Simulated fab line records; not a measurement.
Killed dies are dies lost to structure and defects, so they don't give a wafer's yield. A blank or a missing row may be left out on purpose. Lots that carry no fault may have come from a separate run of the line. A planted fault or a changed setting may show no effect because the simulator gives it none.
A lot that was struck, set against a sound lot -- flow n5-finfet -- 37 steps out of a route of 1938
Sound: the wafers L532.2, L532.4, L532.6. Struck: wafer L536.3. (L536.2, L536.5 of the same lot were not struck and are left out.) The cause comes at the end.
Per side, at each step with rows, come the tool, then ch with its chambers, and then its first start. Under that, the readings that differ: sound wafers -- struck wafers -- difference of the means -- sigmas: that difference in standard deviations of wafers without a fault.
alike: readings with means less than 2 such deviations apart, plus words and numbers identical on both sides. not compared: withheld readings, readings lacking a value on some wafer, bounds such as >300 that could conceal the same value, and numbers that have no deviation in the record and whose values overlap.
The two part at a step that has a row with sigmas, a row that says differs or no value, or rows on one side only. Non-overlapping numbers with no deviation appear without sigmas and do not part them. A reading missing from all wafers of one side parts the sides only when that side holds two or more wafers.

first, 10 steps without rows for these wafers: N5_BEOL_M5_ILD_DEP_00 (deposits SiCOH lowk from DEMS/porogen, target thk 140.64 nm, time 25.9 s); N5_BEOL_M5_CURE_79 (cures SiCOH lowk, time 240 s); N5_BEOL_M5_PECVD_70 (deposits SiO2 from TEOS/O2, target thk 16 nm, time 18 s); N5_BEOL_M5_HM_DEP_02 (deposits TiN, target thk 20 nm); N5_BEOL_M5_COAT_59 (time 60 s, resist thk 60 nm); N5_BEOL_M5_COAT_60 (time 60 s, resist thk 12 nm); N5_BEOL_M5_COAT_71 (time 60 s, resist thk 5 nm); N5_BEOL_M5_COAT_05 (resist thk 30 nm); N5_BEOL_M5_EBR_07; N5_BEOL_M5_SOFTBAKE_06 (time 60 s).
N5_BEOL_M5_EXPOSE_08: exposes mask M5, target cd 28 nm.
  sound on euv-scanner-01 ch 0, day 8 03:52; struck on euv-scanner-01 ch 0, day 9 15:14
  alike: mask, stage-msd-nm
then, 2 steps without rows for these wafers: N5_BEOL_M5_PEB_09 (peb time 60 s); N5_BEOL_M5_DEVELOP_10 (develop time 30 s).
N5_BEOL_M5_CD_MEAS_11 targets a cd of 27.74 nm.
  sound on cd-sem-03 ch 0, day 8 03:59; struck on cd-sem-01 ch 0, day 9 15:21
reading,sound,struck,difference,sigmas
cd-nm (nm),27.72 27.35 27.90,26.79,-0.87,-4
N5_BEOL_M5_DESCUM_16: chemistry O2, time 7 s.
  sound on rie-diel-02 ch 2,3, day 8 04:07; struck on rie-diel-05 ch 3, day 9 15:31
reading,sound,struck,difference,sigmas
model.BEOL_M5.cd-nm (nm),27.8 27.8 27.8,27,-1,
  alike: drypump-motor-current-A, oes-product-au, rf-vpp-V, showerhead-plenum-p-Torr, throttle-valve-pct
  not compared: rf-hours-counter-h
then, 8 steps without rows for these wafers: N5_BEOL_M5_ETCH_72 (etches underlayer in N2/H2, target depth 6.5 nm, time 5.2 s); N5_BEOL_M5_ETCH_61 (etches SiARC in CF4, target depth 15.6 nm, time 26 s); N5_BEOL_M5_ETCH_62 (etches SOC in N2/H2, target depth 75 nm, overetch 15 nm, time 112.5 s); N5_BEOL_M5_STRIP_63 (strips in N2/H2); N5_BEOL_M5_STRIP_73 (strips in N2/H2); N5_BEOL_M5_STRIP_64 (strips in CF4); N5_BEOL_M5_HM_OPEN_17 (chemistry Cl2/BCl3, target TiN, target depth 20 nm, overetch 6 nm); N5_BEOL_M5_STRIP_19 (strips in O2).
N5_BEOL_M5_CD_MEAS_18: pitch 56 nm, target cd 28 nm.
  struck on cd-sem-01, day 9 15:58; sound on cd-sem-03, day 8 04:32
reading,sound,struck,difference,sigmas
cd-nm (nm),28.2 28.3 27.5,26.6,-1.4,-4
then, 11 steps without rows for these wafers: N5_BEOL_M5_COAT_65 (time 60 s, resist thk 60 nm); N5_BEOL_M5_COAT_66 (time 60 s, resist thk 12 nm); N5_BEOL_M5_COAT_74 (time 60 s, resist thk 5 nm); N5_BEOL_M5_COAT_22 (resist thk 30 nm); N5_BEOL_M5_EBR_24; N5_BEOL_M5_SOFTBAKE_23 (time 60 s); N5_BEOL_M5_EXPOSE_25 (exposes mask V4, defocus 10 nm); N5_BEOL_M5_PEB_26 (peb time 60 s); N5_BEOL_M5_DEVELOP_27 (develop time 30 s); N5_BEOL_M5_DESCUM_33 (chemistry O2, time 7 s); N5_BEOL_M5_ETCH_75 (etches underlayer in N2/H2, target depth 6.5 nm, time 5.2 s).
N5_BEOL_M5_ETCH_41: etches SiCN in CH3F/O2, target depth 31.5 nm, time 56.7 s.
  sound: rie-diel-01 ch 2,3; struck: rie-diel-01 ch 1
reading,sound,struck,difference,sigmas
drypump-motor-current-A (A),5.0 6.0 5.0,6.5,+1.2,+2
oes-product-au (a.u.),0.71 0.73 0.71,0.87,+0.15,+3
throttle-valve-pct (%),16.37 16.54 16.39,16.11,-0.32,-2
model.BEOL_M5.cd-nm (nm),28 27.8 27.8,26.6,-1.3,
  alike: rf-vpp-V, showerhead-plenum-p-Torr
  not compared: rf-hours-counter-h
next, for these wafers, 1 step has no rows: N5_PASSIVATION_PROBE_49.

## WHERE THEY PART
Last at N5_BEOL_M5_ETCH_41 as far as this record goes, first at N5_BEOL_M5_CD_MEAS_11.

WHY: the cause the simulator had injected
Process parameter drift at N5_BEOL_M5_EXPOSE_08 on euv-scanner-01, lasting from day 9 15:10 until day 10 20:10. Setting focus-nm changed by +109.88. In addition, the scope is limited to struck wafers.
